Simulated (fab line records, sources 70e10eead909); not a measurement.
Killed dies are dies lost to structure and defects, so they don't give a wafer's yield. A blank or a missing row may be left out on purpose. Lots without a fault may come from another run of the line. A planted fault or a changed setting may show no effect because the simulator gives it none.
One fault seen from 3 desks | flow nand_harc | each desk has only its own numbers; what lay behind them comes last

THE METROLOGY DESK
What the gauges read, lot by lot, whatever tool the lot ran on: means of the sampled wafers that have a number. A lot is out of limits, marked OUT, if its mean lies more than 4 standard deviations from the usual mean; the brackets give that distance.
Columns: A = cd_nm at NHARC_P_ZERO_WELL_CD_MEAS_52, usual 2000.8 nm; B = cd_nm at NHARC_P_STI_CD_MEAS_09, usual 201 nm
lot  | first seen here | A      | B
L996 | day 1 23:56     | 2002.1 | 202
L997 | day 2 05:58     | 1998.5 | 199
L998 | day 2 11:48     | 1999.9 | 197
L999 | day 2 17:53     | 2000.4 | 200
L101 | day 3 05:53     | 2001.1 | 198
L102 | day 3 11:50     | 1999.2 | 202
L103 | day 3 17:40     | 2000.6 | 203
L106 | day 4 11:58     | 2000.5 | 204
L109 | day 5 05:44     | 1999.8 | 198
L112 | day 5 23:31     | 2000.6 | 199
L113 | day 6 05:37     | 2002.1 | 202
L116 | day 6 23:38     | 2002.4 | 199
L118 | day 7 11:29     | 2000.5 | 200
This desk's finding: nothing out of limits on any of the 13 lots.

THE DEFECT DESK
What the inspections along the route counted, lot by lot: means of the sampled wafers that have a number. A lot is out of limits, marked OUT, if its mean lies more than 4 standard deviations from the usual mean; the brackets give that distance.
Columns: A = raw_defect_count at NHARC_P_STI_INSPECT_11, usual 5.3
lot  | first seen here | A
L996 | day 2 15:18     | 3.0
L997 | day 2 23:20     | 5.0
L999 | day 3 10:20     | 6.0
L998 | day 3 10:30     | 4.0
L101 | day 4 01:03     | 5.3
L102 | day 4 05:10     | 5.3
L103 | day 4 10:54     | 3.3
L106 | day 5 07:36     | 5.7
L109 | day 5 23:10     | 4.0
L112 | day 6 17:47     | 21.0 (+5.6) OUT
L113 | day 6 23:44     | 4.3
L116 | day 7 18:44     | 5.0
L118 | day 8 04:48     | 7.0
This desk's finding: out of limits on L112; first on L112, day 6 17:47 (raw_defect_count at NHARC_P_STI_INSPECT_11). In limits: L996, L997, L999, L998, L101, L102, L103, L106, L109, L113, L116, L118.

THE TOOL OWNER'S DESK: lpcvd-02
The tool's own readings at NHARC_P_STI_HM_DEP_30 (deposits Si3N4, target thk 80 nm, time 873 s): means of the sampled wafers that have a number, for each lot that ran on this tool. A lot is out of limits, marked OUT, if its mean lies more than 4 standard deviations from the usual mean; the brackets give that distance.
Columns: A = pressure_mtorr at NHARC_P_STI_HM_DEP_30, usual 300.1 mTorr; B = spike_tc_bottom_C at NHARC_P_STI_HM_DEP_30, usual 810.6 C; C = spike_tc_lower_C at NHARC_P_STI_HM_DEP_30, usual 790.4 C
lot  | first seen here | A     | B     | C
L996 | day 2 10:55     | 300.2 | 810.1 | 791.2
L997 | day 2 19:08     | 299.2 | 811.8 | 789.8
L998 | day 3 06:16     | 300.1 | 811.4 | 789.0
L999 | day 3 06:16     | 299.7 | 810.0 | 790.8
L101 | day 3 20:52     | 300.4 | 812.3 | 789.2
L112 | day 6 13:43     | 299.4 | 812.4 | 788.8
This desk's finding: nothing out of limits on any of the 6 lots.

PUT TOGETHER
The defect desk could have raised an alarm at day 6 17:47, on L112.
The metrology desk saw nothing out of limits.
The tool owner's desk saw nothing out of limits.
The metrology desk has L112 on record, within its limits.
The tool owner's desk has L112 on record, within its limits.
Of the lots named, all ran NHARC_P_STI_HM_DEP_30 on lpcvd-02.

WHAT THE SIMULATOR HAD PUT IN
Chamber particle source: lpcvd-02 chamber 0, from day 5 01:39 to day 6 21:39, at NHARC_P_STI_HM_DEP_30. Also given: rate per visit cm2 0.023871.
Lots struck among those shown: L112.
Hours from the fault's start to each desk's first reading out of limits: the defect desk, 40.
